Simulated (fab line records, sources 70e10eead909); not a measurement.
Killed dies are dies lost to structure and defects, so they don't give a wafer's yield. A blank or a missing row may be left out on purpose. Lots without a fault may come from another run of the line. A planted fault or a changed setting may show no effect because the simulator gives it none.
Chamber matching | flow nand_harc | NHARC_A_BONDPAD_CMP_29 on cmp-01: 4 sister chambers
The step polishes SiCN, target thk 200 nm. 36 wafers are shown with their chamber, then 12 later ones without.

WAFERS WITH THEIR CHAMBER
wafer  | chamber | motor_current_A (A)
L074.2 | 0       | 12.0
L074.3 | 2       | 10.8
L074.4 | 3       | 12.2
L075.1 | 2       | 10.6
L075.2 | 0       | 12.3
L075.5 | 2       | 10.4
L077.1 | 2       | 10.8
L077.2 | 3       | 11.7
L077.6 | 2       | 10.6
L077.3 | 0       | 12.3
L077.4 | 1       | 13.8
L077.5 | 3       | 11.8
L079.1 | 1       | 14.8
L079.2 | 2       | 10.5
L079.4 | 0       | 12.5
L081.1 | 1       | 14.6
L081.2 | 3       | 11.5
L081.5 | 2       | 10.6
L080.3 | 3       | 12.5
L080.4 | 0       | 12.0
L080.6 | 0       | 12.2
L085.1 | 1       | 14.9
L085.3 | 3       | 11.8
L085.6 | 2       | 11.1
L087.2 | 0       | 12.3
L087.3 | 1       | 15.1
L087.4 | 3       | 11.9
L087.1 | 2       | 10.9
L087.5 | 3       | 12.0
L087.6 | 0       | 12.0
L088.2 | 0       | 11.9
L088.3 | 3       | 12.0
L088.5 | 0       | 12.2
L090.1 | 3       | 12.1
L090.4 | 0       | 12.2
L090.5 | 3       | 11.6

SIGNATURES (means of the wafers above)
reading         | chamber 0 | chamber 1 | chamber 2 | chamber 3 | scatter within a chamber
motor_current_A | 12.173    | 14.640    | 10.700    | 11.918    | 0.281
Rule: a wafer's distance from a chamber is the root of the sum, over the readings, of the square of ((its reading less the chamber's mean) divided by the reading's scatter). The wafer belongs to the nearest chamber; if the next one is less than 2 further off, it can't be placed. The scatter: the root of (the sum of the squares of (reading less its chamber's mean) over the shown wafers, divided by (wafers less chambers)).

WAFERS WITHOUT THEIR CHAMBER
wafer  | motor_current_A (A)
L091.1 | 11.9
L091.3 | 14.9
L091.5 | 14.5
L096.2 | 10.4
L096.4 | 11.3
L096.5 | 12.6
L096.1 | 12.1
L096.3 | 15.3
L096.6 | 10.7
L095.4 | 11.8
L095.5 | 11.5
L095.6 | 12.0

WHICH CHAMBER EACH WENT THROUGH
wafer  | from the rows above          | in truth
L091.1 | can't be placed: 3 or 0      | 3
L091.3 | 1                            | 1
L091.5 | 1                            | 1
L096.2 | 2                            | 2
L096.4 | can't be placed: 2 or 3 or 0 | 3
L096.5 | can't be placed: 0 or 3      | 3
L096.1 | can't be placed: 0 or 3      | 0
L096.3 | 1                            | 1
L096.6 | 2                            | 2
L095.4 | can't be placed: 3 or 0      | 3
L095.5 | can't be placed: 3 or 0 or 2 | 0
L095.6 | can't be placed: 3 or 0      | 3
Placed correctly: 5 of 12. Can't be placed from these rows: 7 (the true chamber is among the candidates in 7). Placed wrongly: 0.
